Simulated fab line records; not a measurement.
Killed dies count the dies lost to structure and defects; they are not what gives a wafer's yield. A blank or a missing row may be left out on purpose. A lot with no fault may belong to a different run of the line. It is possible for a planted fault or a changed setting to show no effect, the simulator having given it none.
fab line records	flow n5_finfet
record lots=9	wafers=27	last_day=17
route steps=1938 shown BEOL_M4@1111 BEOL_M5@1151 PASSIVATION@1936
lots that met no fault: from a run of the same line without faults
start_h: hours from the record's opening day to when the first of the lot's shown wafers began	wait_h: hours from the lot's prior step to this one	" as in the row above	L1.1+2: a single row standing in for several wafers	- no value, or no start given	* or withheld: withheld	< > ~ a bound
route shown NAME@n: names a module that has steps shown in the file, with the first one's number in the route	usual: mean/standard deviation taken from wafers without a fault	same: alike in all rows	chamber/n: place in a boat	sites: readings site by site	_std_site: how widely they spread, as a standard deviation	_edge_site: outer sites' mean less inner sites'	radius_mm: for every site, how far away it sits from the centre of the wafer	mask NAME#n: copy n	behind: tool/chamber where the wafer was last shaped	hold: cause of the lot's hold/its duration in hours/its outcome	device: the n, p or np transistor that did not switch	end of line: tests run on the same wafers once the route is complete	a step without rows: its recipe alone	killed: at the first sort, the dies lost to defects and structure; wafer yield is something else	map: a wafer's dies, x killed, . not, _ none there
set.NAME: the setting as run; set.NAME@STEP: as run at that earlier step	model.NAME: the simulator's own value behind a step, which no gauge read
one table for each step of the route and one row for each wafer, over a sample of lots
services: the hour from which a tool's chamber was out of use, counted from the record's first day as start_h (under 0 if before that day), plus the number of hours and why
## steps
# step N5_BEOL_M4_RC_MEAS_101
# usual DIBL_N=35.9/1.4	DIBL_P=35.9/1.7	IOFF_N=0.155/0.023	IOFF_P=0.201/0.029	ION_N=672/8.8	ION_P=460/7	SS_N=71.6/0.48	SS_P=73.1/0.64	VT_N=250.0/3	VT_P=-251.6/3
lot.wafer	tool	chamber	start_h	wait_h	DIBL_N[mV/V]	DIBL_P[mV/V]	IOFF_N[nA/um]	IOFF_P[nA/um]	ION_N[uA/um]	ION_P[uA/um]	SS_N[mV/dec]	SS_P[mV/dec]	VT_N[mV]	VT_P[mV]
L430.1	prober-01	0	198.70	0.0	36.1	36.3	0.168	0.217	675	460	72.0	73.0	247.6	-250.3
L430.4	"	0	"	"	36.0	36.4	0.163	0.207	676	458	71.1	73.4	250.3	-251.0
L430.5	"	0	"	"	35.6	36.0	0.172	0.213	673	457	71.3	73.2	248.9	-250.2
L436.2	prober-01	0	243.98	0.2	34.5	35.1	0.126	0.184	654	457	71.1	72.0	255.7	-250.0
L436.4	"	0	"	"	37.0	37.8	0.169	0.221	685	474	71.7	73.6	249.0	-250.5
L436.5	"	0	"	"	35.2	35.1	0.134	0.179	661	460	70.8	72.5	250.9	-252.3
L438.1	prober-02	0	245.48	0.0	36.2	34.6	0.138	0.180	671	461	70.9	72.2	249.2	-253.5
L438.2	"	0	"	"	35.2	33.5	0.123	0.166	666	453	70.5	72.1	253.1	-256.0
L438.3	"	0	"	"	37.1	35.2	0.146	0.188	672	462	71.4	72.7	251.4	-252.9
L440.1	prober-01	0	252.05	0.0	36.9	36.8	0.183	0.244	684	467	72.1	74.0	246.3	-249.6
L440.4	"	0	"	"	37.7	37.6	0.198	0.260	671	463	72.6	73.6	244.0	-246.0
L440.6	"	0	"	"	36.5	35.2	0.170	0.227	670	461	72.4	73.7	248.2	-249.3
L442.3	prober-01	0	269.49	0.3	38.6	36.4	0.165	0.210	677	464	71.7	73.7	249.1	-251.6
L442.4	"	0	"	"	39.0	37.3	0.177	0.217	675	457	71.8	74.6	250.3	-251.7
L442.5	"	0	"	"	37.4	35.3	0.144	0.196	675	458	71.4	73.4	247.9	-251.1
L443.2	prober-02	0	275.49	0.2	36.4	35.5	0.143	0.189	663	457	72.0	73.6	251.3	-252.0
L443.4	"	0	"	"	35.6	35.2	0.139	0.183	666	455	71.2	72.5	253.8	-253.8
L443.6	"	0	"	"	35.2	34.7	0.133	0.179	671	466	70.8	72.3	253.2	-254.1
L446.1	prober-02	0	286.47	0.0	39.1	39.8	0.211	0.260	682	462	72.3	74.4	243.3	-250.6
L446.3	"	0	"	"	38.5	39.4	0.195	0.250	685	464	72.4	73.7	248.6	-249.5
L446.4	"	0	"	"	37.6	38.0	0.187	0.231	686	469	71.8	73.0	243.6	-249.3
L445.1	prober-01	0	286.94	0.0	36.6	37.5	0.168	0.213	682	461	72.3	73.8	248.7	-250.7
L445.4	"	0	"	"	36.3	37.9	0.170	0.217	676	460	72.0	74.1	248.1	-251.7
L445.6	"	0	"	"	35.4	36.6	0.149	0.199	668	461	72.8	73.7	250.8	-250.6
L448.3	prober-01	0	306.07	0.6	35.9	35.7	0.155	0.183	679	461	71.4	72.8	248.4	-253.1
L448.4	"	0	"	"	37.2	35.9	0.157	0.196	670	454	71.7	73.5	250.7	-252.3
L448.5	"	0	"	"	34.9	34.2	0.132	0.171	666	451	70.5	73.4	252.3	-254.2
# step N5_BEOL_M5_DESCUM_33
# recipe chemistry=O2	time_s=7	source_power_w=50	bias_power_w=20	pressure_mtorr=20	rf_frequency_hz=2.712e+07	temp_c=40	resist=CAR-EUV	o2_flow_sccm=225
# usual drypump_motor_current_A=5.8/0.57	oes_product_au=0.79/0.096	rf_vpp_V=243.3/1.4	showerhead_plenum_p_Torr=2.11/0.079	throttle_valve_pct=20.40/0.17
lot.wafer	tool	chamber	start_h	wait_h	drypump_motor_current_A	oes_product_au	rf_hours_counter_h	rf_vpp_V	showerhead_plenum_p_Torr	throttle_valve_pct
L430.1	rie_diel-04	1	203.08	0.1	5.4	0.93	17	244.7	2.13	20.29
L430.4	"	0	"	"	5.4	0.76	166	244.5	2.17	20.55
L430.5	"	1	"	"	5.4	0.92	-	243.3	2.13	20.28
L436.2	rie_diel-04	1	247.84	0.0	5.4	0.90	28	243.5	2.13	20.30
L436.4	"	0	"	"	5.4	0.75	-	245.7	2.16	20.58
L436.5	"	3	"	"	6.8	0.68	-	241.6	1.98	20.26
L438.1	rie_diel-04	3	251.46	0.0	6.8	0.67	236	241.7	1.98	20.26
L438.2	"	0	"	"	5.4	0.75	182	245.4	2.16	20.58
L438.3	"	1	"	"	5.4	0.90	29	243.7	2.13	20.30
L440.1	rie_diel-01	0	257.40	0.1	5.8	0.90	47	245.9	2.22	20.19
L440.4	"	1	"	"	4.7	0.90	22	242.7	2.13	20.34
L440.6	"	3	"	"	6.2	0.76	-	241.7	2.01	20.23
L442.3	rie_diel-04	2	272.64	0.0	6.1	1.00	2	242.8	2.06	20.26
L442.4	"	1	"	"	5.4	0.89	35	243.4	2.12	20.32
L442.5	"	1	"	"	5.4	0.89	-	242.8	2.12	20.33
L443.2	rie_diel-04	0	281.61	0.0	5.4	0.74	192	244.2	2.16	20.58
L443.4	"	3	"	"	6.7	0.66	246	240.9	1.97	20.29
L443.6	"	2	"	"	6.1	0.99	-	243.7	2.06	20.28
L446.1	rie_diel-01	1	291.95	0.3	4.7	0.88	33	243.2	2.13	20.37
L446.3	"	3	"	"	6.2	0.76	140	242.1	2.00	20.25
L446.4	"	1	"	"	4.7	0.89	-	242.9	2.13	20.36
L445.1	rie_diel-04	0	291.96	0.2	5.3	0.74	195	245.2	2.16	20.60
L445.4	"	3	"	"	6.8	0.66	249	241.8	1.97	20.29
L445.6	"	0	"	"	5.4	0.74	-	245.2	2.16	20.60
L448.3	rie_diel-04	0	312.37	0.0	5.3	0.73	203	243.4	2.16	20.60
L448.4	"	1	"	"	5.4	0.87	-	243.9	2.12	20.35
L448.5	"	2	"	"	6.1	0.94	-	244.0	2.06	20.27
# step N5_BEOL_M5_ETCH_41
# recipe chemistry=CH3F/O2	target=SiCN	target_depth_a=315	taper_deg=2	time_s=56.7	ion_energy_ev=120	mask_material=TiN	pressure_mtorr=30	source_w=395	bias_w=75	Ar_flow_sccm=150	CH3F_flow_sccm=30	O2_flow_sccm=20
# usual CH3F_flow_sccm=30.01/0.081	O2_flow_sccm=20.01/0.064	drypump_motor_current_A=5.8/0.57	oes_product_au=0.79/0.097	rf_vpp_V=297.7/1.7	showerhead_plenum_p_Torr=2.02/0.075	throttle_valve_pct=16.32/0.18
lot.wafer	tool	chamber	start_h	wait_h	CH3F_flow_sccm	O2_flow_sccm	drypump_motor_current_A	oes_product_au	rf_hours_counter_h	rf_vpp_V	showerhead_plenum_p_Torr	throttle_valve_pct
L430.1	rie_diel-04	1	203.37	-	30.10	19.97	5.4	0.93	17	297.8	2.05	16.21
L430.4	"	0	"	"	30.01	19.90	5.3	0.77	166	298.4	2.08	16.51
L430.5	"	1	"	"	30.09	20.02	5.4	0.93	-	299.0	2.05	16.23
L436.2	rie_diel-04	1	248.13	-	-	-	-	-	-	-	-	-
L436.4	"	0	"	"	-	-	-	-	-	-	-	-
L436.5	"	3	"	"	-	-	-	-	-	-	-	-
L438.1	rie_diel-04	3	251.75	-	-	-	-	-	-	-	-	-
L438.2	"	0	"	"	-	-	-	-	-	-	-	-
L438.3	"	1	"	"	-	-	-	-	-	-	-	-
L440.1	rie_diel-01	0	257.69	-	29.81	20.06	5.9	0.90	47	300.3	2.11	16.05
L440.4	"	1	"	"	30.02	19.96	4.7	0.91	22	299.6	2.05	16.27
L440.6	"	3	"	"	30.00	20.13	6.2	0.76	-	294.8	1.92	16.15
L442.3	rie_diel-04	2	272.94	-	30.05	20.05	6.1	0.99	2	296.3	1.97	16.09
L442.4	"	1	"	"	29.94	20.01	5.4	0.89	35	297.9	2.05	16.25
L442.5	"	1	"	"	30.01	19.94	5.4	0.89	-	298.1	2.05	16.26
L443.2	rie_diel-04	0	281.90	-	29.99	20.03	5.4	0.74	192	299.5	2.07	16.53
L443.4	"	3	"	"	29.89	20.06	6.8	0.66	246	295.7	1.89	16.29
L443.6	"	2	"	"	29.90	20.09	6.1	0.98	-	297.4	1.97	16.11
L446.1	rie_diel-01	1	292.25	-	30.09	19.91	4.7	0.90	33	299.6	2.04	16.28
L446.3	"	3	"	"	29.98	20.03	6.3	0.76	140	296.4	1.92	16.19
L446.4	"	1	"	"	30.04	19.98	4.7	0.90	-	298.7	2.04	16.28
L445.1	rie_diel-04	0	292.25	-	30.03	19.95	5.4	0.73	195	298.0	2.07	16.54
L445.4	"	3	"	"	30.00	20.13	6.8	0.66	249	294.1	1.88	16.28
L445.6	"	0	"	"	29.90	19.94	5.4	0.73	-	298.1	2.07	16.56
L448.3	rie_diel-04	0	312.67	-	30.00	20.02	5.4	0.73	203	297.7	2.07	16.57
L448.4	"	1	"	"	30.12	19.95	5.4	0.87	-	298.1	2.04	16.28
L448.5	"	2	"	"	30.14	19.94	6.1	0.94	-	296.3	1.96	16.12
# step N5_BEOL_M5_STRIP_91
# recipe chemistry=N2/H2	time_s=10	power_w=450	temp_c=40	pressure_mtorr=20	rf_frequency_hz=6e+07	bias_power_w=7	n2_flow_sccm=200	h2_flow_sccm=200
# usual drypump_motor_current_A=5.8/0.57	oes_product_au=0.79/0.097	rf_vpp_V=59.1/0.89	showerhead_plenum_p_Torr=2.56/0.095	throttle_valve_pct=23.61/0.28
lot.wafer	tool	chamber	start_h	wait_h	drypump_motor_current_A	oes_product_au	rf_hours_counter_h	rf_vpp_V	showerhead_plenum_p_Torr	throttle_valve_pct
L430.1	rie_diel-04	1	-	-	5.4	0.92	17	59.3	2.58	23.44
L430.4	"	0	"	"	5.4	0.76	166	59.2	2.64	23.96
L430.5	"	1	"	"	5.4	0.93	-	59.4	2.58	23.44
L436.2	rie_diel-04	1	-	-	5.4	0.91	28	59.0	2.58	23.47
L436.4	"	0	"	"	5.4	0.75	-	59.2	2.64	23.95
L436.5	"	3	"	"	6.8	0.67	-	58.2	2.40	23.23
L438.1	rie_diel-04	3	-	-	6.8	0.67	236	58.1	2.40	23.24
L438.2	"	0	"	"	5.4	0.75	182	59.3	2.64	23.94
L438.3	"	1	"	"	5.4	0.90	29	57.7	2.58	23.46
L440.1	rie_diel-01	0	-	-	5.9	0.89	47	60.1	2.69	23.28
L440.4	"	1	"	"	4.7	0.90	22	57.3	2.60	23.66
L440.6	"	3	"	"	6.2	0.76	-	58.6	2.44	23.45
L442.3	rie_diel-04	2	-	-	6.1	0.99	2	60.9	2.49	23.54
L442.4	"	1	"	"	5.4	0.88	35	59.1	2.58	23.45
L442.5	"	1	"	"	5.4	0.89	-	60.5	2.57	23.45
L443.2	rie_diel-04	0	-	-	5.4	0.74	192	60.1	2.63	23.97
L443.4	"	3	"	"	6.8	0.67	246	58.1	2.39	23.23
L443.6	"	2	"	"	6.1	0.98	-	58.1	2.49	23.57
L446.1	rie_diel-01	1	-	-	4.7	0.90	33	58.3	2.59	23.65
L446.3	"	3	"	"	6.2	0.75	140	58.0	2.44	23.48
L446.4	"	1	"	"	4.7	0.88	-	60.7	2.59	23.64
L445.1	rie_diel-04	0	-	-	5.4	0.73	195	60.0	2.63	23.99
L445.4	"	3	"	"	6.7	0.66	249	59.3	2.39	23.24
L445.6	"	0	"	"	5.4	0.74	-	57.3	2.63	23.97
L448.3	rie_diel-04	0	-	-	5.4	0.73	203	61.3	2.63	23.99
L448.4	"	1	"	"	5.4	0.86	-	57.6	2.57	23.49
L448.5	"	2	"	"	6.1	0.94	-	59.0	2.49	23.58
# step N5_BEOL_M5_DEGAS_44
# recipe ambient=vacuum	temp_c=250	time_s=60
# usual heater_power_w=316/28
lot.wafer	tool	chamber	start_h	wait_h	heater_power_w
L430.1	pvd_sputter-01	-	204.76	0.6	264
L430.4	"	-	"	"	346
L430.5	"	-	"	"	319
L436.2	pvd_sputter-03	-	251.03	2.5	315
L436.4	"	-	"	"	284
L436.5	"	-	"	"	334
L438.1	pvd_sputter-02	-	252.77	0.5	319
L438.2	"	-	"	"	335
L438.3	"	-	"	"	289
L440.1	pvd_sputter-02	-	258.34	0.3	327
L440.4	"	-	"	"	379
L440.6	"	-	"	"	325
L442.3	pvd_sputter-01	-	274.08	0.7	273
L442.4	"	-	"	"	320
L442.5	"	-	"	"	326
L443.2	pvd_sputter-01	-	284.01	0.9	265
L443.4	"	-	"	"	352
L443.6	"	-	"	"	347
L445.1	pvd_sputter-03	-	293.25	0.3	317
L445.4	"	-	"	"	344
L445.6	"	-	"	"	345
L446.1	pvd_sputter-01	-	293.43	0.7	271
L446.3	"	-	"	"	319
L446.4	"	-	"	"	320
L448.3	pvd_sputter-02	-	313.31	0.2	331
L448.4	"	-	"	"	293
L448.5	"	-	"	"	374
# step N5_PASSIVATION_PROBE_49
# usual defect_limited_yield=91.7/1.5	killed_at_M0_to_M3=30/8.6	killed_at_M4_up=12/4.5	killed_at_contacts=13/5.8	killed_at_front_end=38/11	killed_at_other=4/3	killed_dies=97/17	killed_on_rim=13/3.6	killed_open=63/12	killed_short=32/8.8	sort_bin_5_function=4.8/0.91	sort_bin_6_memory=3.1/0.68	sort_n_pass=1083/17	sort_yield_pct=91.7/1.5
# same gross_dies=1180	killed_at_back_side=0	sort_bin_4_leakage[%]=0	sort_bin_8_speed[%]=0
lot.wafer	tool	chamber	start_h	wait_h	defect_limited_yield[%]	killed_at_M0_to_M3	killed_at_M4_up	killed_at_contacts	killed_at_front_end	killed_at_other	killed_dies	killed_on_rim	killed_open	killed_short	sort_bin_5_function[%]	sort_bin_6_memory[%]	sort_n_pass	sort_yield_pct[%]
L436.2	prober-01	-	343.90	0.1	0	45	1089	18	28	0	1180	152	64	35	96.2	3.4	0	0
L436.4	prober-01	-	344.00	0.2	0	43	1074	14	47	2	1180	152	77	46	94.8	4.7	0	0
L436.5	prober-01	-	344.05	0.2	0	38	1070	12	60	0	1180	152	68	48	95.9	3.9	0	0
L438.1	prober-02	-	349.39	0.0	0	34	1084	9	41	12	1180	152	73	32	95.3	4.2	0	0
L438.2	prober-02	-	349.44	0.1	0	31	1095	9	42	3	1180	152	51	41	97.2	2.5	0	0
L438.3	prober-02	-	349.49	0.1	0	35	1081	15	48	1	1180	152	80	42	95.6	3.8	0	0
# killed by level:class
L436.2 BEOL_M5:area_etch=1081 MOL_CONTACT_COAG:geometric_particle:open=15 FIN_SAQP:geometric_particle:short=13 BEOL_M0_SAQP:geometric_particle:open=9 BEOL_M2:geometric_particle:open=8 BEOL_M2:geometric_particle:short=7 BEOL_M1:geometric_particle:open=6 BEOL_M3:geometric_particle:open=6
L436.4 BEOL_M5:area_etch=1056 FIN_SAQP:geometric_particle:short=20 BEOL_M2:geometric_particle:open=15 FIN_SAQP:geometric_particle:open=12 MOL_CONTACT_COAG:geometric_particle:open=12 BEOL_M2:geometric_particle:short=6 BEOL_M0_SAQP:geometric_particle:open=5 BEOL_M3:geometric_particle:open=5
L436.5 BEOL_M5:area_etch=1062 FIN_SAQP:geometric_particle:short=25 FIN_SAQP:geometric_particle:open=13 MOL_CONTACT_COAG:geometric_particle:open=11 BEOL_M0_SAQP:geometric_particle:short=8 BEOL_M2:geometric_particle:open=8 BEOL_M3:geometric_particle:open=7 BEOL_M0_SAQP:geometric_particle:open=6
L438.1 BEOL_M5:area_etch=1073 BEOL_M0_SAQP:geometric_particle:open=9 FIN_SAQP:geometric_particle:short=8 DUMMY_GATE:geometric_particle:open=8 MOL_CONTACT_COAG:geometric_particle:open=8 BEOL_M0_SAQP:geometric_particle:short=8 PAD_METAL:geometric_particle:open=7 BEOL_M1:geometric_particle:open=6
L438.2 BEOL_M5:area_etch=1085 BEOL_M3:geometric_particle:short=10 GATE_CUT:geometric_particle:short=8 STI_FIN_REVEAL:geometric_particle:open=7 MOL_CONTACT_COAG:geometric_particle:open=7 STARTING-WAFER:geometric_particle:short=7 BEOL_M2:geometric_particle:open=6 BEOL_M3:geometric_particle:open=6
L438.3 BEOL_M5:area_etch=1057 BEOL_M1:geometric_particle:open=14 MOL_CONTACT_COAG:geometric_particle:open=11 BEOL_M4:geometric_particle:open=10 FIN_SAQP:geometric_particle:short=9 DUMMY_GATE:geometric_particle:open=8 GATE_CUT:geometric_particle:short=7 BEOL_M0_SAQP:geometric_particle:open=7
## services
tool	chamber	start_h	hours	kind
rie_diel-04	3	193.45	8.9	repair
rie_diel-04	-	211.67	2.8	pm
rie_diel-01	-	217.33	9.7	repair
rie_diel-04	-	217.33	2.1	repair
rie_diel-01	-	229.97	2.8	pm
rie_diel-04	1	239.23	6.4	repair
rie_diel-04	2	247.20	-	clean
rie_diel-04	2	247.20	-	consumable_replace:focus_ring
rie_diel-04	2	247.20	17.3	scheduled_down
rie_diel-04	2	247.20	17.3	vent_cycle
rie_diel-01	3	284.47	7.4	repair
rie_diel-04	3	295.36	-	clean
rie_diel-04	3	295.36	-	consumable_replace:focus_ring
rie_diel-04	3	295.36	-	consumable_replace:showerhead
rie_diel-04	3	295.36	27.3	scheduled_down
rie_diel-04	3	295.36	27.3	vent_cycle
## key
first_sign step=N5_BEOL_M5_ETCH_41	reading=tool_record	direction=missing
effect step=N5_PASSIVATION_PROBE_49	reading=killed_at_M4_up	direction=up	sigmas=99+	usual=12	struck=1082
more_kills_born_at N5_BEOL_M5_ETCH_41@rie_diel-04=6414
met_at N5_BEOL_M5_ETCH_41
struck_lots L436,L438
later_rows_left_out L436.2,L436.4,L436.5,L438.1,L438.2,L438.3
not_acting_at N5_BEOL_M5_DESCUM_33,N5_BEOL_M5_STRIP_91,N5_BEOL_M5_DEGAS_44
onset_between 203.37 248.13
fault kind=skipped_step_whole	tool=rie_diel-04	chamber=-	onset_h=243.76	steps=N5_BEOL_M5_ETCH_41	scope=struck_lots_only
# later_rows_left_out: the simulator's readings of these wafers behind a module that went badly wrong aren't trusted and aren't shown, but for the sort
